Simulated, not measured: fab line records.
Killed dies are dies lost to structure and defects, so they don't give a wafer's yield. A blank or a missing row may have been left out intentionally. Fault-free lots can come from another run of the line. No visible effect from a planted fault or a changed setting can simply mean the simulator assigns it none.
Chamber matching | flow nandHarc | 4 sister chambers for NHARC_P_GATE_DESCUM_13 on rieDiel-12
The step chemistry O2, time 3 s. 4 wafers are shown with their chamber, then 7 later ones without.

== EACH WAFER AND ITS CHAMBER ==
wafer  | chamber | showerheadPlenumPTorr (Torr)
L076.2 | 1       | 2.02
L078.6 | 3       | 1.84
L079.1 | 0       | 1.92
L079.2 | 2       | 1.89

== WAFERS WITH NO CHAMBER GIVEN ==
wafer  | showerheadPlenumPTorr (Torr)
L079.5 | 1.89
L094.2 | 2.02
L094.3 | 1.91
L094.4 | 1.88
L095.1 | 1.84
L095.2 | 1.88
L095.4 | 1.84

== EACH ONE'S CHAMBER ==
wafer  | from the rows above     | in truth
L079.5 | 2                       | 2
L094.2 | 1                       | 1
L094.3 | can't be placed: 0 or 2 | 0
L094.4 | 2                       | 2
L095.1 | 3                       | 3
L095.2 | 2                       | 2
L095.4 | 3                       | 3
6 of 7 placed correctly. Can't be placed from these rows: 1 (the true chamber is among the candidates in 1). Number placed wrongly: 0.
How it was worked out, from the rows above alone: a wafer's distance from a chamber is the root of the sum, over the readings, of the square of ((its reading less the chamber's mean) divided by the reading's scatter). The wafer belongs to the nearest chamber; if the next one is less than 2 further off, it can't be placed. A chamber's mean is the mean of its shown wafers. The scatter: root of mean squared gap, hidden wafer to nearest shown wafer, with one shown wafer a chamber.
